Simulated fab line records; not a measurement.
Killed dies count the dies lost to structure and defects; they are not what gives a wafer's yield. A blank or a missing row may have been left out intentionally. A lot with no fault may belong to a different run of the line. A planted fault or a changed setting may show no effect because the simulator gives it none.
fab line records	flow nandHarc
[record] lots = 6	wafers = 17	lastDay = 24
route steps=1159 shown A_STAIRCASE@654 END@1159
lots with no fault: from the same line, run without faults
startH: start of the lot's first displayed wafer, in hours after the record's first day	waitH: hours elapsed since this lot's preceding step	" identical to the entry in the row above	L1.1+2: a row that stands for several wafers	- no value, or no start was given	* or withheld: withheld	< > ~ a bound
route shown NAME@n: names a module that has steps shown in the file, with the first one's number in the route	usual: the fault-free wafers' mean and standard deviation	same: alike in all rows	chamber/n: place in a boat	sites: per-site readings	_std_site: standard deviation across them	_edge_site: inner sites' mean taken away from outer sites' mean	radiusMm: how far each site lies from the wafer's centre	mask NAME#n: copy n	behind: the tool/chamber that last shaped the wafer	hold: reason for holding the lot/hours on hold/outcome of the hold	device: which transistor (n, p or np) failed to switch	end of line: the route-end tests of the same wafers	a step without rows: its recipe alone	killed: at the first sort, the dies lost to defects and structure; wafer yield is something else	map: per-die view of a wafer (x killed, . not killed, _ where there is no die)
set.NAME: the setting the step ran with; set.NAME@STEP: the setting that earlier step ran with	model.NAME: the simulator's own value behind a step, which no gauge read
certain route steps with their lots: each step a table, each wafer a row
services: when a tool's chamber went out of use (startH, in hours from the record's first day, below 0 if earlier), for how many hours, and the reason
[[steps]]
[step NHARC_A_STAIRCASE_DEHYDRATE_281]
[recipe] tempC = 150	timeS = 120
[step NHARC_A_STAIRCASE_HMDS_282]
[recipe] timeS = 30
[step NHARC_A_STAIRCASE_COAT_283]
[recipe] spinRpm = 1200
[step NHARC_A_STAIRCASE_SOFTBAKE_284]
[recipe] tempC = 135	timeS = 170
[step NHARC_A_STAIRCASE_EBR_285]
[step NHARC_A_STAIRCASE_EXPOSE_286]
[recipe] na = 0.5	doseMj = 25.01	maskId = CHOP_100
[step NHARC_A_STAIRCASE_PEB_287]
[recipe] pebTempC = 115	pebTimeS = 130
[step NHARC_A_STAIRCASE_DEVELOP_288]
[recipe] timeS = 140
[step NHARC_A_STAIRCASE_HARDBAKE_290]
[recipe] tempC = 120	timeS = 140
[step NHARC_A_STAIRCASE_DESCUM_291]
[recipe] timeS = 3	o2FlowSccm = 200	arFlowSccm = 0	biasPowerW = 0	chemistry = O2
[usual] drypumpMotorCurrentA = 5.7/0.55	oesProductAu = 1.001/0.0063	rfVppV = 57.8/1	showerheadPlenumPTorr = 1.91/0.11	throttleValvePct = 11.310/0.0093
[same] biasPowerW = 0	timeS = 3
lot.wafer	tool	chamber	startH	waitH	drypumpMotorCurrentA	oesProductAu	rfHoursCounterH	rfVppV	showerheadPlenumPTorr	throttleValvePct
L730.1	rieDiel-01	0	261.30	-	6.4	1.002	40	55.4	1.78	11.309
L730.4	"	1	"	"	5.7	1.010	41	57.6	1.94	11.304
L730.5	"	0	"	"	6.4	0.998	-	57.5	1.78	11.305
L734.1	rieDiel-01	2	279.32	-	6.6	1.001	47	56.8	1.91	11.339
L734.2	"	0	"	"	6.3	1.003	48	57.4	1.78	11.319
L734.6	"	1	"	"	5.7	0.998	-	57.8	1.94	11.309
L741.3	rieDiel-12	1	328.90	-	5.2	0.999	43	58.9	2.00	11.317
L741.4	"	2	"	"	4.9	0.988	40	57.5	1.77	11.304
L741.2	"	0	"	"	5.5	1.005	46	58.4	2.06	11.301
L748.2	rieDiel-01	0	356.15	-	6.4	0.997	16	57.8	1.77	11.316
L748.5	"	0	"	"	6.3	1.008	-	55.5	1.77	11.328
L749.1	rieDiel-01	2	357.97	-	6.6	1.005	15	58.8	1.90	11.306
L749.4	"	1	"	"	5.7	1.008	16	58.1	1.93	11.304
L749.5	"	3	"	"	6.3	0.991	-	58.9	2.00	11.314
L753.4	rieDiel-10	3	398.53	-	5.0	0.993	12	59.0	1.87	11.297
L753.1	"	2	"	"	5.2	1.007	14	57.3	1.79	11.307
L753.6	"	3	"	"	5.0	1.001	-	57.2	1.87	11.324
[step NHARC_A_STAIRCASE_ETCH_292]
[recipe] cf4FlowSccm = 100	chf3FlowSccm = 30	arFlowSccm = 0	rfW = 500	biasW = 200	chemistry = CF4/CHF3
[usual] drypumpMotorCurrentA = 5.7/0.55	oesProductAu = 0.953/0.02	rfVppV = 370.6/2.8	showerheadPlenumPTorr = 1.58/0.082	throttleValvePct = 16.802/0.01
lot.wafer	tool	chamber	startH	waitH	drypumpMotorCurrentA	oesProductAu	rfHoursCounterH	rfVppV	showerheadPlenumPTorr	throttleValvePct
L730.4	rieDiel-01	0	261.39	0.1	6.3	0.966	40	366.4	1.47	16.810
L730.1	"	2	"	"	6.6	0.977	40	370.1	1.57	16.794
L730.5	"	1	"	"	5.7	0.963	-	370.8	1.59	16.798
L734.2	rieDiel-01	1	279.40	0.1	5.7	0.959	48	370.6	1.59	16.806
L734.1	"	3	"	"	6.2	0.969	47	372.9	1.65	16.805
L734.6	"	2	"	"	6.6	0.969	-	369.7	1.57	16.811
L741.2	rieDiel-12	3	329.00	0.1	5.4	0.946	44	374.1	1.69	16.781
L741.4	"	0	"	"	5.6	0.964	46	373.5	1.69	16.800
L741.3	"	2	"	"	4.8	0.937	40	368.5	1.47	16.805
L748.2	rieDiel-01	2	356.27	0.1	6.6	0.933	15	370.7	1.57	16.809
L748.5	"	3	"	"	6.3	0.929	-	374.0	1.64	16.788
L749.1	rieDiel-01	2	358.06	0.1	6.7	0.966	15	370.2	1.57	16.816
L749.4	"	3	"	"	6.3	0.959	16	372.6	1.64	16.808
L749.5	"	3	"	"	6.3	0.960	-	372.6	1.64	16.804
L753.1	rieDiel-10	0	398.63	0.1	5.6	0.942	12	368.2	1.52	16.797
L753.4	"	1	"	"	5.8	0.951	14	367.7	1.47	16.811
L753.6	"	3	"	"	5.0	0.940	-	370.2	1.54	16.801
[step NHARC_A_STAIRCASE_HM_OPEN_460]
[recipe] o2FlowSccm = 400	cosFlowSccm = 20	arFlowSccm = 0	rfW = 500	biasW = 300	chemistry = O2/COS
[usual] cosFlowSccm = 20.00/0.061	drypumpMotorCurrentA = 5.7/0.55	oesProductAu = 1.003/0.0062	rfVppV = 467/3.5	showerheadPlenumPTorr = 3.13/0.16	throttleValvePct = 28.329/0.0094
lot.wafer	tool	chamber	startH	waitH	cosFlowSccm	drypumpMotorCurrentA	oesProductAu	rfHoursCounterH	rfVppV	showerheadPlenumPTorr	throttleValvePct
L730.1	rieDiel-01	1	261.56	-	20.01	5.7	0.998	41	468	3.16	28.338
L730.4	"	2	"	"	20.07	6.6	0.996	40	467	3.12	28.349
L730.5	"	0	"	"	20.05	6.4	1.001	-	463	2.92	28.323
L734.1	rieDiel-01	2	279.52	-	19.90	6.6	0.990	47	467	3.12	28.317
L734.2	"	0	"	"	19.88	6.4	1.004	48	463	2.91	28.324
L734.6	"	3	"	"	20.02	6.3	1.003	-	470	3.26	28.334
L741.4	rieDiel-12	2	329.15	-	20.06	4.9	0.999	40	463	2.91	28.324
L741.3	"	3	"	"	20.10	5.4	0.998	44	472	3.35	28.315
L741.2	"	0	"	"	20.07	5.5	1.001	46	473	3.35	28.325
L748.2	rieDiel-01	0	356.52	-	20.00	6.4	1.007	16	461	2.90	28.330
L748.5	"	2	"	"	20.01	6.7	0.932	-	466	3.11	28.331
L749.1	rieDiel-01	3	358.23	-	20.01	6.3	1.009	17	471	3.25	28.321
L749.4	"	0	"	"	20.09	6.3	0.998	17	463	2.90	28.335
L749.5	"	1	"	"	19.98	5.7	0.927	-	468	3.15	28.316
L753.4	rieDiel-10	2	398.74	-	20.02	5.3	1.005	14	464	2.94	28.328
L753.1	"	0	"	"	20.08	5.6	1.006	12	464	3.02	28.323
L753.6	"	3	"	"	20.01	5.0	0.993	-	465	3.06	28.338
[step NHARC_A_STAIRCASE_STRIP_461]
[recipe] o2FlowSccm = 400	cosFlowSccm = 20	arFlowSccm = 0	biasW = 0	chemistry = O2/COS
[step NHARC_END_SORT_01]
[recipe] tempC = 25
[usual] killedAtArray = 24/7.4	killedAtOther = 0.5/0.81	killedAtPeriphery = 3.4/2.3	killedDies = 28/8	killedOpen = 3.4/1.8	killedShort = 2.0/1.4
[same] grossDies = 677
lot.wafer	tool	chamber	startH	waitH	killedAtArray	killedAtOther	killedAtPeriphery	killedDies	killedOpen	killedShort
L730.1	prober-01	0	449.99	2.5	20	1	1	22	4	3
L730.4	prober-01	0	452.35	3.4	15	1	2	18	2	1
L730.5	prober-01	0	453.14	3.6	18	0	2	20	2	2
L734.1	prober-01	0	457.70	2.5	13	0	0	13	0	0
L734.2	prober-01	0	458.51	2.8	32	0	1	33	9	5
L734.6	prober-01	0	461.74	4.0	24	1	1	26	1	3
L749.1	prober-02	0	546.22	2.5	36	1	10	47	4	3
L749.4	prober-02	0	548.61	3.4	49	1	6	56	3	4
L749.5	prober-02	0	549.41	3.7	654	0	3	657	3	1
L748.5	prober-02	0	559.02	3.7	661	1	6	668	5	2
// killed by level:class
L730.1 A_CHANNEL_HOLE_D1:chamberFilmFlake=4 A_STAIRCASE:chamberFilmFlake=3 A_BLC:chamberFilmFlake=3 A_WL_FILL:chamberFilmFlake=2 P_M0:geometricParticle:open=1 A_ONON_D1:geometricParticle:open=1 A_CHANNEL_FILL_D1:geometricParticle:short=1 A_CHANNEL_FILL_D1:geometricParticle:open=1
L730.4 A_BLC:chamberFilmFlake=7 A_CHANNEL_HOLE_D1:chamberFilmFlake=3 A_CONTACT:geometricParticle:open=2 P_GATE:geometricParticle:short=1 P_BONDPAD:chamberFilmFlake=1 A_ZERO_WELL:chamberFilmFlake=1 A_WL_FILL:chamberFilmFlake=1 A_CONTACT:chamberFilmFlake=1
L730.5 A_CHANNEL_HOLE_D1:chamberFilmFlake=6 A_CONTACT:chamberFilmFlake=3 A_BLC:chamberFilmFlake=3 P_CONTACT:geometricParticle:open=2 A_ZERO_WELL:chamberFilmFlake=2 A_STAIRCASE:chamberFilmFlake=2 A_ONON_D1:geometricParticle:short=1 A_WL_FILL:geometricParticle:short=1
L734.1 A_CONTACT:chamberFilmFlake=6 A_CHANNEL_HOLE_D1:chamberFilmFlake=4 A_ZERO_WELL:chamberFilmFlake=2 A_STAIRCASE:chamberFilmFlake=1
L734.2 A_CHANNEL_HOLE_D1:chamberFilmFlake=11 A_CONTACT:chamberFilmFlake=7 A_WL_FILL:geometricParticle:open=3 A_CHANNEL_FILL_D1:geometricParticle:short=2 A_CONTACT:geometricParticle:open=2 A_BLC:geometricParticle:open=2 P_CONTACT:geometricParticle:open=1 A_ONON_D1:geometricParticle:short=1
L734.6 A_CHANNEL_HOLE_D1:chamberFilmFlake=14 A_CONTACT:chamberFilmFlake=4 A_STAIRCASE:chamberFilmFlake=2 A_ONON_D1:geometricParticle:short=1 A_STAIRCASE:geometricParticle:open=1 A_WL_FILL:geometricParticle:short=1 P_ZERO_WELL:chamberFilmFlake=1 STARTING-WAFER:geometricParticle:short=1
L749.1 A_SLIT:chamberFilmFlake=15 A_CHANNEL_HOLE_D1:chamberFilmFlake=10 A_CONTACT:chamberFilmFlake=6 P_GATE:chamberFilmFlake=5 A_ONON_D1:geometricParticle:short=2 P_STI:chamberFilmFlake=2 P_STI:geometricParticle:short=1 P_M0:geometricParticle:open=1
L749.4 A_CHANNEL_HOLE_D1:chamberFilmFlake=19 A_SLIT:chamberFilmFlake=17 A_CONTACT:chamberFilmFlake=7 A_STAIRCASE:chamberFilmFlake=4 P_CONTACT:geometricParticle:short=2 P_STI:geometricParticle:short=1 P_STI:geometricParticle:open=1 P_CONTACT:geometricParticle:open=1
L749.5 A_STAIRCASE:areaOpen=615 A_CHANNEL_HOLE_D1:chamberFilmFlake=17 A_SLIT:chamberFilmFlake=8 A_CONTACT:chamberFilmFlake=8 P_GATE:chamberFilmFlake=3 A_STAIRCASE:chamberFilmFlake=2 A_ONON_D1:geometricParticle:short=1 A_CHANNEL_FILL_D1:geometricParticle:open=1
L748.5 A_STAIRCASE:areaOpen=637 A_CHANNEL_HOLE_D1:chamberFilmFlake=11 A_STAIRCASE:chamberFilmFlake=6 P_GATE:chamberFilmFlake=5 A_CONTACT:chamberFilmFlake=2 P_M0:geometricParticle:open=1 A_CHANNEL_HOLE_D1:geometricParticle:short=1 A_CHANNEL_FILL_D1:geometricParticle:open=1
// map L748.5 (x killed, . not)
____________x____________
_________xxxxxx._________
_______.xxxx.xxx.x_______
______xxxxxxxxxxxxx______
_____xxxxxxxxxxxxxxx_____
____.xxxxxxxxxxxxxxxx____
____xxx.xxxxxxxxxxxxx____
___.xxxxxxxxxxxxxxxxxx___
___xxxxxxxxxxxxxxxxxxx___
__xxxxxxxxxxxxxxxxxxxxx__
__xxxxxxxxxxxxxxxxxxxxx__
_xxxxxxxxxxxxxxxxxxxxxxx_
_xxxxxxxxxxxxxxxxxxxxxxx_
_xxxxxxxxxxxxxxxxxxxxxxx_
_xxxxxxxxxxxxxxxxxxxxxxx_
_xxxxxxxxxxxxxxxxxxxxxxx_
.xxxxxxxxxxxxxxxxxxxxxxxx
xxxxxxxxxxxxxxxxxxxxxxxxx
xxxxxxxxxxxxxxxxxxxxxxxxx
xxxxxxxxxxxxxxxxxxxxxxxxx
xxxxxxxxxxxxxxxxxxxxxxxxx
_xxxxxxxxxxxxxxxxxxxxxxx_
_xxxxxxxxxxxxxxxxxxxxxxx_
_xxxxxxxxxxxxxxxxxxxxxxx_
_xxxxxxxxxxxxxxxxxxxxxxx_
_x.xxxxxxxxxxxxxxxxxxxxx_
__xxxxxxxxxxxxxxxxxxxxx__
__xxxxxxxxxxxxxxxxxxxxx__
___xxxxxxxxxxxxxxxxxxx___
___xxxxxxxxxxxxxxxxxxx___
____xxxxxxxxxxxxxxxxx____
____xxxxxxxxxxxxxxxxx____
_____xxxxxxxxxxxxxxx_____
______xxxxxxxxxxxxx______
_______xxxxxxxxxxx_______
_________xxxxxxx_________
____________x____________
// map L749.5 (x killed, . not)
____________x____________
_________xxxxxxx_________
_______xxxxxxxxxxx_______
______xxxxxxxxxxxxx______
_____xxxxxxxxxxxxxxx_____
____..xxxxxxxxxxxxxxx____
____xxxx.xxxxxxxxxxxx____
___.xxxxxxx.xxxxxxxxxx___
___xxx.xxxxxxxxxxxxxxx___
__xxxxx.xx.xxxxxxxxxxxx__
__xxxxx.xxxxxxxxxxxxxxx__
_.xxxxxxxxxxxxxxxxxxxxxx_
_xxxx.xxxxxxxxxxxxxxxxxx_
_xxxx.xxxxxxxxxxxxxxxxxx_
_xxxxxxxxxxxxxxxxxxxxxxx_
_xxxxx.xxx.xxxxxxxxxxxxx_
xxxxxxxxxxxxxxxxxxxxxxxxx
xxxxxxxxxx.xxx.xxxxxxxxxx
xxxx.x.xxxxxxxxxxxxxxxxxx
xxxxxxxxxxxxxxxx.xxxxxxxx
xxxxxxxxxxxxxxxxxxxxxxxxx
_xxxxxxxxxxxxxxxxxxxxxxx_
_xxxxxxxxxxxxxxxxxxxxxxx_
_xxxxxxxxxxxxxxxxxxxxxxx_
_xxxxxxxxxxxxxxxxxxxxxxx_
_xxxxxxxxxxxxxxxxxxxxxxx_
__xxxxxxxxxxx.xxxxxxxxx__
__xxxxxxxxxxxxxxxxxxxxx__
___xxxxxxxxxxxxxxxxxxx___
___xxxxxxxxxxxxxxxxxxx___
____xxxxxxxxxxxxxxxxx____
____xxxxxxxxxxxxxxxxx____
_____xxxxxxxxxxxxxxx_____
______xxxxxxxxxxxxx______
_______xxxxxxxxxxx_______
_________xxxxxxx_________
____________x____________
[[services]]
tool	chamber	startH	hours	kind
rieDiel-01	0	245.52	-	clean
rieDiel-01	1	245.52	-	clean
rieDiel-01	2	245.52	-	clean
rieDiel-01	3	245.52	-	clean
rieDiel-01	0	270.10	-	clean
rieDiel-01	1	270.10	-	clean
rieDiel-01	2	270.10	-	clean
rieDiel-01	3	270.10	-	clean
rieDiel-12	2	285.43	4.8	repair
rieDiel-01	0	294.71	-	clean
rieDiel-01	1	294.71	-	clean
rieDiel-01	2	294.71	-	clean
rieDiel-01	3	294.71	-	clean
rieDiel-01	-	314.99	9.0	pm
rieDiel-01	0	314.99	9.0	ventCycle
rieDiel-01	1	314.99	9.0	ventCycle
rieDiel-01	2	314.99	9.0	ventCycle
rieDiel-01	3	314.99	9.0	ventCycle
rieDiel-01	0	323.99	-	clean
rieDiel-12	3	334.04	1.7	repair
rieDiel-10	-	354.21	9.0	pm
rieDiel-10	0	368.20	1.4	repair
rieDiel-01	-	370.63	0.4	repair
rieDiel-12	-	379.62	9.0	pm
[[key]]
[firstSign] step = NHARC_A_STAIRCASE_HM_OPEN_460	reading = oesProductAu	direction = down	sigmas = 12	usual = 1.003	struck = 0.929
[effect] step = NHARC_END_SORT_01	reading = killedAtArray	direction = up	sigmas = 85	usual = 24	struck = 658
[moreKillsBornAt] NHARC_A_STAIRCASE_HM_OPEN_460@rieDiel-01 = 1252
metAt NHARC_A_STAIRCASE_HM_OPEN_460
struckWafers L748.5,L749.5
laterRowsLeftOut L748.5,L749.5
testerLeftOut L748,L749
onsetBetween 279.52 356.52
[fault] kind = processParameterDrift	tool = rieDiel-01	chamber = -	onsetH = 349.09	steps = NHARC_A_STAIRCASE_HM_OPEN_460	channel = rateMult	offset = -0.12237	shape = step	endH = 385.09	scope = struckWafersOnly
// testerLeftOut: of these lots the tester's yield and bins aren't shown, on N5 and GAA mostly nor the transistor test; their killed dies are dies lost to structure and defects alone, not to doping, threshold or leakage, so they don't give the yield
// laterRowsLeftOut: the simulator's readings of these wafers behind a module that went badly wrong aren't trusted and aren't shown, but for the sort
